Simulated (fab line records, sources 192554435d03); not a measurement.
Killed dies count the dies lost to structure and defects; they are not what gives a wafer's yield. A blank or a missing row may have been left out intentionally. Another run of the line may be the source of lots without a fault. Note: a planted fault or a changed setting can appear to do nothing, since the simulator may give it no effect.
2 desks looking at one fault -- flow n5 finfet -- each desk has only its own numbers; what lay behind them comes last

== AT THE METROLOGY DESK ==
What the gauges read, lot by lot, whatever tool the lot ran on: means of the sampled wafers that have a number. If a lot's mean is further than 4 standard deviations from the usual mean, the lot is out of limits and carries the mark OUT (the distance appears in the brackets). Shown here are 7 of its 10 readings, the ones lying furthest out on some lot.
Columns: A = DIBL_N at N5_BEOL_M4_RC_MEAS_101, usual 36.1 mV/V; B = DIBL_P at N5_BEOL_M4_RC_MEAS_101, usual 36.1 mV/V; C = IOFF_N at N5_BEOL_M4_RC_MEAS_101, usual 0.154 nA/um; D = IOFF_P at N5_BEOL_M4_RC_MEAS_101, usual 0.201 nA/um; E = ION_P at N5_BEOL_M4_RC_MEAS_101, usual 462 uA/um; F = SS_N at N5_BEOL_M4_RC_MEAS_101, usual 71.5 mV/dec; G = VT_P at N5_BEOL_M4_RC_MEAS_101, usual -251.3 mV
lot,first seen here,A,B,C,D,E,F,G
L185,day 8 02:04,33.8,33.7,0.130,0.169,456,71.6,-254.7
L188,day 8 19:33,35.3,36.0,0.160,0.208,463,71.1,-249.2
L187,day 8 21:16,37.1,36.9,0.160,0.212,467,71.7,-250.6
L197,day 11 16:36,33.3,32.9,0.124,0.167,461,71.2,-254.2
L196,day 11 19:35,36.6,35.3,0.155,0.209,465,70.9,-249.8
L199,day 12 03:42,36.6,36.4,0.150,0.207,462,71.4,-252.3
L206,day 14 07:29,37.4,38.0,0.172,0.242,471,72.2,-247.3
L207,day 14 10:37,35.3,36.0,0.135,0.164,459,71.7,-255.2
This desk's finding: nothing out of limits on any of the 8 lots.

== DESK OF THE TOOL OWNER: rie diel-01 ==
The tool's own readings at N5_FIN_SAQP_ETCH_69 (etches SOC in N2/H2, stops on SiNx, target depth 150 nm): means of the sampled wafers that have a number, for each lot that ran on this tool. If a lot's mean is further than 4 standard deviations from the usual mean, the lot is out of limits and carries the mark OUT (the distance appears in the brackets).
Columns: A = bias w at N5_FIN_SAQP_ETCH_69, usual 60.97 W; B = drypump motor current A at N5_FIN_SAQP_ETCH_69, usual 5.7 A; C = oes product au at N5_FIN_SAQP_ETCH_69, usual 0.76 a.u.; D = rf fwd power W at N5_FIN_SAQP_ETCH_69, usual 843.6 W; E = rf vpp V at N5_FIN_SAQP_ETCH_69, usual 240.7 V; F = showerhead plenum p Torr at N5_FIN_SAQP_ETCH_69, usual 2.55 Torr; G = throttle valve pct at N5_FIN_SAQP_ETCH_69, usual 17.75 %
lot,first seen here,A,B,C,D,E,F,G
L185,day 2 07:22,61.02,5.7,0.70,843.7,240.4,2.52,17.99
L187,day 2 20:11,61.03,5.6,0.68,845.3,240.3,2.51,17.98
L196,day 5 02:13,61.05,6.0,0.84,996.0 (+53) OUT,227.0 (-9.8) OUT,2.49,17.53
L197,day 5 07:19,61.14,5.6,0.78,995.9 (+53) OUT,227.4 (-9.5) OUT,2.51,17.89
Finding of this desk: L196, L197 out of limits; the first was L196 at day 5 02:13, on rf fwd power W at N5_FIN_SAQP_ETCH_69. Within limits: L185, L187.

== ALL TOGETHER ==
The tool owner's desk had the chance to raise an alarm at day 5 02:13 on L196, L197.
Nothing out of limits was seen by the metrology desk.
The metrology desk has L196, L197 on record, within its limits.
On rie diel-01, each named lot ran N5_FIN_SAQP_ETCH_69.

== WHAT THE SIMULATOR HAD PUT IN ==
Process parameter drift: rie diel-01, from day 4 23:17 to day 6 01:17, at N5_FIN_SAQP_ETCH_69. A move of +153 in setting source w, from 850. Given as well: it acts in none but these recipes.
Struck lots among those shown: L196, L197.
Time in hours from fault onset to the first out-of-limits reading at each desk: the tool owner's desk, 3.
